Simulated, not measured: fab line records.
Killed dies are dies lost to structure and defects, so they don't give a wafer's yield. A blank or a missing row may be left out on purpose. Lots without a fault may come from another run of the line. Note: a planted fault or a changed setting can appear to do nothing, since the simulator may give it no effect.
The tool behind it: which one? :: flow nand-harc :: 39 wafers from 13 lots sampled at 6 of the route's 1302 steps

WHAT EACH GAUGE READ, for each wafer
NHARC_P_M1_THK_MEAS_24: measures by xrf. Usual: thk-nm 158.0 nm, standard deviation 1.6.
lot: L472
measured: day 6 06:13
on: film-metro-02
thk-nm (nm): 156.4 158.8 159.4
flag: 

lot: L473
measured: day 6 20:04
on: film-metro-02
thk-nm (nm): 155.8 158.0 155.4
flag: 

lot: L481
measured: day 10 04:37
on: film-metro-01
thk-nm (nm): 157.6 159.2 156.8
flag: 

lot: L482
measured: day 10 10:32
on: film-metro-02
thk-nm (nm): 156.4 157.6 157.8
flag: 

lot: L485
measured: day 11 22:13
on: film-metro-02
thk-nm (nm): 157.0 154.5 158.4
flag: 

lot: L486
measured: day 12 16:48
on: film-metro-01
thk-nm (nm): 156.4 158.6 155.8
flag: 

lot: L488
measured: day 13 02:46
on: film-metro-02
thk-nm (nm): 156.1 155.5 158.6
flag: 

lot: L490
measured: day 13 20:08
on: film-metro-01
thk-nm (nm): 158.3 161.7 158.1
flag: 

lot: L491
measured: day 14 08:58
on: film-metro-01
thk-nm (nm): 161.3 159.2 157.0
flag: 

lot: L492
measured: day 14 19:11
on: film-metro-02
thk-nm (nm): 158.1 157.6 159.6
flag: 

lot: L493
measured: day 14 20:46
on: film-metro-01
thk-nm (nm): 160.5 159.3 160.1
flag: 

lot: L494
measured: day 15 09:59
on: film-metro-02
thk-nm (nm): 156.0 156.3 158.7
flag: 

lot: L495
measured: day 15 17:49
on: film-metro-01
thk-nm (nm): 157.6 160.3 158.7
flag: 

NHARC_P_M2_CD_MEAS_09 targets a cd of 170 nm. Usual: cd-nm 170.4 nm, standard deviation 0.6.
lot: L472
measured: day 6 07:55
on: cd-sem-02
cd-nm (nm): 171.0 170.0 170.2
flag: 

lot: L473
measured: day 6 21:36
on: cd-sem-03
cd-nm (nm): 169.6 170.0 169.5
flag: 

lot: L481
measured: day 10 06:12
on: cd-sem-02
cd-nm (nm): 178.4 178.8 178.1
flag: OFF

lot: L482
measured: day 10 12:05
on: cd-sem-02
cd-nm (nm): 178.0 178.2 177.6
flag: OFF

lot: L485
measured: day 11 23:46
on: cd-sem-03
cd-nm (nm): 170.7 170.8 170.4
flag: 

lot: L486
measured: day 12 18:21
on: cd-sem-02
cd-nm (nm): 170.6 170.9 170.6
flag: 

lot: L488
measured: day 13 04:19
on: cd-sem-02
cd-nm (nm): 172.1 170.7 170.9
flag: 

lot: L490
measured: day 13 21:32
on: cd-sem-02
cd-nm (nm): 170.5 171.2 170.1
flag: 

lot: L491
measured: day 14 10:34
on: cd-sem-01
cd-nm (nm): 170.8 170.6 170.2
flag: 

lot: L492
measured: day 14 20:46
on: cd-sem-01
cd-nm (nm): 170.7 170.7 171.1
flag: 

lot: L493
measured: day 14 22:17
on: cd-sem-02
cd-nm (nm): 169.8 170.5 169.8
flag: 

lot: L494
measured: day 15 11:23
on: cd-sem-03
cd-nm (nm): 169.5 170.6 170.6
flag: 

lot: L495
measured: day 15 19:22
on: cd-sem-02
cd-nm (nm): 169.9 169.6 169.5
flag: 

NHARC_END_SORT_01. Usual: value, then standard deviation, for each; defect-limited-yield 91 % / 3.5; killed-at-array 59 / 24; killed-at-other 0.7 / 1.2; killed-at-periphery 3.5 / 2.6; killed-dies 63 / 24; killed-open 3.2 / 2.1; killed-short 2.4 / 1.5.
lot: L488
measured: day 32 23:24
on: prober-02
defect-limited-yield (%): 89 88 88
killed-at-array: 71 76 77
killed-at-other: 0 0 0
killed-at-periphery: 2 3 3
killed-dies: 73 79 80
killed-open: 7 3 4
killed-short: 1 0 4
flag: 

WHAT TOOL EACH LOT RAN ON (gives the tool, then ch and the chambers of the sampled wafers, and finally the start)
lot: L472
NHARC_P_M1_PVD_21: pvd-sputter-02, day 6 05:57 or earlier
NHARC_P_M1_CMP_23: cmp-01 ch 0,1,3, day 6 05:57
NHARC_P_M2_PEB_07: litho-track-04 ch 0, day 6 07:50

lot: L473
NHARC_P_M1_PVD_21: pvd-sputter-02, day 6 19:46 or earlier
NHARC_P_M1_CMP_23: cmp-04 ch 0,1,3, day 6 19:46
NHARC_P_M2_PEB_07: litho-track-06 ch 0, day 6 21:31

lot: L481
NHARC_P_M1_PVD_21: pvd-sputter-02, day 10 04:18 or earlier
NHARC_P_M1_CMP_23: cmp-01 ch 0,1,2, day 10 04:18
NHARC_P_M2_PEB_07: litho-track-06 ch 0, day 10 06:07

lot: L482
NHARC_P_M1_PVD_21: pvd-sputter-03, day 10 10:16 or earlier
NHARC_P_M1_CMP_23: cmp-04 ch 0,1,2, day 10 10:16
NHARC_P_M2_PEB_07: litho-track-06 ch 0, day 10 12:01

lot: L485
NHARC_P_M1_PVD_21: pvd-sputter-02, day 11 21:53 or earlier
NHARC_P_M1_CMP_23: cmp-02 ch 1,3, day 11 21:53
NHARC_P_M2_PEB_07: litho-track-01 ch 0, day 11 23:41

lot: L486
NHARC_P_M1_PVD_21: pvd-sputter-02, day 12 16:31 or earlier
NHARC_P_M1_CMP_23: cmp-04 ch 0,3, day 12 16:31
NHARC_P_M2_PEB_07: litho-track-01 ch 0, day 12 18:16

lot: L488
NHARC_P_M1_PVD_21: pvd-sputter-01, day 13 02:29 or earlier
NHARC_P_M1_CMP_23: cmp-01 ch 2,3, day 13 02:29
NHARC_P_M2_PEB_07: litho-track-01 ch 0, day 13 04:14

lot: L490
NHARC_P_M1_PVD_21: pvd-sputter-02, day 13 19:49 or earlier
NHARC_P_M1_CMP_23: cmp-04 ch 0,1,2, day 13 19:49
NHARC_P_M2_PEB_07: litho-track-01 ch 0, day 13 21:27

lot: L491
NHARC_P_M1_PVD_21: pvd-sputter-03, day 14 08:40 or earlier
NHARC_P_M1_CMP_23: cmp-01 ch 0,1,3, day 14 08:40
NHARC_P_M2_PEB_07: litho-track-06 ch 0, day 14 10:29

lot: L492
NHARC_P_M1_PVD_21: pvd-sputter-02, day 14 18:53 or earlier
NHARC_P_M1_CMP_23: cmp-02 ch 0,2, day 14 18:53
NHARC_P_M2_PEB_07: litho-track-06 ch 0, day 14 20:41

lot: L493
NHARC_P_M1_PVD_21: pvd-sputter-01, day 14 20:30 or earlier
NHARC_P_M1_CMP_23: cmp-01 ch 0,2,3, day 14 20:30
NHARC_P_M2_PEB_07: litho-track-06 ch 0, day 14 22:13

lot: L494
NHARC_P_M1_PVD_21: pvd-sputter-02, day 15 09:40 or earlier
NHARC_P_M1_CMP_23: cmp-01 ch 1,2,3, day 15 09:40
NHARC_P_M2_PEB_07: litho-track-01 ch 0, day 15 11:19

lot: L495
NHARC_P_M1_PVD_21: pvd-sputter-01, day 15 17:34 or earlier
NHARC_P_M1_CMP_23: cmp-01 ch 0,1,3, day 15 17:34
NHARC_P_M2_PEB_07: litho-track-01 ch 0, day 15 19:17
- NHARC_P_M1_PVD_21: deposits Cu, target thk 30 nm, time 20.49 s.
- NHARC_P_M1_CMP_23: polishes, t overpolish 20 s, target thk 157.82 nm.
- NHARC_P_M2_PEB_07: peb time 65 s.

WHAT THE TOOLS THEMSELVES READ (means of the sampled wafers that have a number; where no wafer has one, the mark that the record gives instead)
NHARC_P_M1_PVD_21. Usual: throttle-valve-pct 29.7 %, standard deviation 1.
lot: L472
tool: pvd-sputter-02
throttle-valve-pct (%): 28.9
flag: 

lot: L473
tool: pvd-sputter-02
throttle-valve-pct (%): 29.5
flag: 

lot: L481
tool: pvd-sputter-02
throttle-valve-pct (%): 29.4
flag: 

lot: L482
tool: pvd-sputter-03
throttle-valve-pct (%): 30.6
flag: 

lot: L485
tool: pvd-sputter-02
throttle-valve-pct (%): 30.3
flag: 

lot: L486
tool: pvd-sputter-02
throttle-valve-pct (%): 29.3
flag: 

lot: L488
tool: pvd-sputter-01
throttle-valve-pct (%): 29.9
flag: 

lot: L490
tool: pvd-sputter-02
throttle-valve-pct (%): 29.2
flag: 

lot: L491
tool: pvd-sputter-03
throttle-valve-pct (%): 29.9
flag: 

lot: L492
tool: pvd-sputter-02
throttle-valve-pct (%): 29.9
flag: 

lot: L493
tool: pvd-sputter-01
throttle-valve-pct (%): 30.2
flag: 

lot: L494
tool: pvd-sputter-02
throttle-valve-pct (%): 29.8
flag: 

lot: L495
tool: pvd-sputter-01
throttle-valve-pct (%): 30.4
flag: 

NHARC_P_M1_CMP_23. Usual: motor-current-A 12.5 A, standard deviation 1.5; time-to-endpoint-s 28.7 s, standard deviation 2.6.
lot: L472
tool: cmp-01
motor-current-A (A): 13.7
time-to-endpoint-s (s): 32.6
flag: 

lot: L473
tool: cmp-04
motor-current-A (A): 12.0
time-to-endpoint-s (s): 27.1
flag: 

lot: L481
tool: cmp-01
motor-current-A (A): 12.1
time-to-endpoint-s (s): 27.3
flag: 

lot: L482
tool: cmp-04
motor-current-A (A): 12.5
time-to-endpoint-s (s): 25.4
flag: 

lot: L485
tool: cmp-02
motor-current-A (A): 12.0
time-to-endpoint-s (s): 29.1
flag: 

lot: L486
tool: cmp-04
motor-current-A (A): 11.2
time-to-endpoint-s (s): 29.2
flag: 

lot: L488
tool: cmp-01
motor-current-A (A): 13.2
time-to-endpoint-s (s): 26.6
flag: 

lot: L490
tool: cmp-04
motor-current-A (A): 12.5
time-to-endpoint-s (s): 26.6
flag: 

lot: L491
tool: cmp-01
motor-current-A (A): 14.1
time-to-endpoint-s (s): 31.4
flag: 

lot: L492
tool: cmp-02
motor-current-A (A): 13.2
time-to-endpoint-s (s): 32.1
flag: 

lot: L493
tool: cmp-01
motor-current-A (A): 12.8
time-to-endpoint-s (s): 27.6
flag: 

lot: L494
tool: cmp-01
motor-current-A (A): 12.4
time-to-endpoint-s (s): 30.6
flag: 

lot: L495
tool: cmp-01
motor-current-A (A): 13.4
time-to-endpoint-s (s): 31.1
flag: 

NHARC_P_M2_PEB_07. Usual: heater-power-total-W 156.6 W, standard deviation 0.4; plate-temp-C 100.02 C, standard deviation 0.13.
lot: L472
tool: litho-track-04
heater-power-total-W (W): 156.8
plate-temp-C (C): 100.01
flag: 

lot: L473
tool: litho-track-06
heater-power-total-W (W): 156.4
plate-temp-C (C): 100.02
flag: 

lot: L481
tool: litho-track-06
heater-power-total-W (W): 161.7
plate-temp-C (C): 102.51
flag: OFF

lot: L482
tool: litho-track-06
heater-power-total-W (W): 161.7
plate-temp-C (C): 102.55
flag: OFF

lot: L485
tool: litho-track-01
heater-power-total-W (W): 156.5
plate-temp-C (C): 100.03
flag: 

lot: L486
tool: litho-track-01
heater-power-total-W (W): 156.6
plate-temp-C (C): 100.13
flag: 

lot: L488
tool: litho-track-01
heater-power-total-W (W): 156.6
plate-temp-C (C): 100.08
flag: 

lot: L490
tool: litho-track-01
heater-power-total-W (W): 157.1
plate-temp-C (C): 99.92
flag: 

lot: L491
tool: litho-track-06
heater-power-total-W (W): 156.6
plate-temp-C (C): 100.18
flag: 

lot: L492
tool: litho-track-06
heater-power-total-W (W): 156.8
plate-temp-C (C): 100.01
flag: 

lot: L493
tool: litho-track-06
heater-power-total-W (W): 156.8
plate-temp-C (C): 99.89
flag: 

lot: L494
tool: litho-track-01
heater-power-total-W (W): 157.0
plate-temp-C (C): 100.09
flag: 

lot: L495
tool: litho-track-01
heater-power-total-W (W): 156.6
plate-temp-C (C): 99.99
flag: 

THE ANSWER, worked out from the rows above alone
Rule: lot off if the mean of its wafers having a number is beyond 3 standard deviations from the usual mean. Also off: a lot with no number at a reading for which 4 or more lots have one. Any other lot the step has rows for is counted as sound. The gauges are gone through in route order, then the tools' own readings, and for those a lot's mean is taken as printed above. The first step at which some lot is off is used, and at that step the reading that is off furthest; a lot without a number counts as furthest.
Off: L481, L482 (NHARC_P_M2_CD_MEAS_09, cd-nm).
A tool fits if, at a process step before that reading, it ran every lot that is off, and no sound lot after the first of them. Not tried: the gauges at NHARC_P_M2_CD_MEAS_09; whatever is off there is also off at NHARC_P_M2_PEB_07, on other tools, and gauge error can't account for it. Because NHARC_P_M1_PVD_21 lacks a start for some lots, the hours and order of its lots are taken from NHARC_P_M1_CMP_23. None of those tried fits.

WHAT THE SIMULATOR HAD INSERTED
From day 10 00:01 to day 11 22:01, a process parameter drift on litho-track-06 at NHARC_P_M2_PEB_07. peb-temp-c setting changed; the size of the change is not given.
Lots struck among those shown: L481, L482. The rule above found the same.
